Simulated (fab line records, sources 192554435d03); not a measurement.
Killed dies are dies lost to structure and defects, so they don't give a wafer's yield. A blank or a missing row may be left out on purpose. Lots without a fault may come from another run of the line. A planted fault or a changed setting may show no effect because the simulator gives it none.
Split-lot experiment | flow n5_finfet | 7 lots, 21 wafers read, on a route of 1938 steps

THE SPLIT
At N5_BEOL_M1_ETCH_77 (etches underlayer in N2/H2, target depth 6.5 nm, time 5.2 s), the setting source_w was moved away from the recipe's 840 W on 4 of the 21 wafers read, by -8.7% to +8.7%. The other wafers ran this setting at the recipe's value.

The reading is taken at the split's own step.

THE READING
rf_vpp_V, in V, at N5_BEOL_M1_ETCH_77 (etches underlayer in N2/H2, target depth 6.5 nm, time 5.2 s). Fault-free wafers of this fab line usually give 525.3 V, standard deviation 2.4 V.

wafer  | tool, chamber at the split | source_w as run, W | against the recipe | rf_vpp_V, V | against lot-mates on the recipe
L074.1 | rie_diel-06, 3             | 840                | recipe             | 523.5       | -
L074.2 | rie_diel-06, 1             | 840                | recipe             | 524.3       | -
L074.4 | rie_diel-06, 2             | 840                | recipe             | 523.6       | -
L075.3 | rie_diel-06, 0             | 840                | recipe             | 525.2       | -
L075.4 | rie_diel-06, 3             | 840                | recipe             | 524.4       | -
L075.5 | rie_diel-06, 0             | 840                | recipe             | 526.6       | -
L076.1 | rie_diel-06, 1             | 768.2              | -8.5%              | 542.9       | +19.8
L076.4 | rie_diel-06, 3             | 840                | recipe             | 522.9       | -
L076.5 | rie_diel-06, 0             | 840                | recipe             | 523.3       | -
L077.1 | rie_diel-06, 3             | 840                | recipe             | 523.8       | -
L077.3 | rie_diel-06, 0             | 840                | recipe             | 522.8       | -
L077.6 | rie_diel-06, 2             | 840                | recipe             | 523.1       | -
L080.4 | rie_diel-06, 0             | 840                | recipe             | 526.8       | -
L080.5 | rie_diel-06, 3             | 912.8              | +8.7%              | 512.6       | -12.4
L080.6 | rie_diel-06, 0             | 840                | recipe             | 523.3       | -
L083.1 | rie_diel-04, 0             | 767.1              | -8.7%              | 542.1       | +16.3
L083.2 | rie_diel-04, 2             | 767.1              | -8.7%              | 545.1       | +19.3
L083.6 | rie_diel-04, 1             | 840                | recipe             | 525.8       | -
L090.4 | rie_diel-04, 0             | 840                | recipe             | 525.8       | -
L090.5 | rie_diel-04, 0             | 840                | recipe             | 522.0       | -
L090.6 | rie_diel-04, 3             | 840                | recipe             | 525.7       | -

THE FIT
A straight line over all 21 wafers: rf_vpp_V changes by -1.96 V for each +1% of source_w; r = -0.97; the points scatter about the line by 2 V.
The same after taking each lot's own level away (the mean of its wafers on the recipe; 21 wafers): -1.94 V for each +1%; r = -0.98; scatter 1.6 V.
On that fit, the largest move of source_w shifts the reading by 17 V.
The lots' own levels span 523.10 to 525.80 V, that is 1.1 times the standard deviation above.
So the lot-to-lot level changes the slope little: the two slopes agree.
Check: with one of the wafers moved furthest among these (-8.7%) left out of the fit, the line predicts +17.6 V for it against its lot-mates. It came out at +16.3 V against them.
Tool readings at the split's step, against how far the setting was moved: etch_rf_on_time_s r = -0.94; rf_vpp_V r = -0.97.

OTHER SPLITS ON THESE WAFERS
These wafers also went through other splits before the reading. Each is held against what the fit with the lots' levels taken away leaves over:
other split on the same wafers            | wafers away from the commonest value | r with rf_vpp_V (lot level and that fit taken away)
N5_MOL_CONTACT_COAG_COAT_76 spin_rpm      | 4                                    | -0.32
N5_BEOL_M0_SAQP_DESCUM_19 time_s          | 8                                    | +0.53
N5_BEOL_M0_TRENCH_ETCH_107 target_depth_a | 6                                    | +0.05

THE WHOLE CHAIN: every reading that the file lists as answering this split, in the file's order
step               | what it does                                                | reading           | change (the file's fit)              | r (the file's)
N5_BEOL_M1_ETCH_77 | etches underlayer in N2/H2, target depth 6.5 nm, time 5.2 s | etch_rf_on_time_s | withheld for each +1% of the setting | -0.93
N5_BEOL_M1_ETCH_77 | etches underlayer in N2/H2, target depth 6.5 nm, time 5.2 s | rf_vpp_V          | -1.93 V for each +1% of the setting  | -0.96

THE FILE'S OWN FIT
rf_vpp_V changes by -1.93 V for each +1% of source_w, r = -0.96.
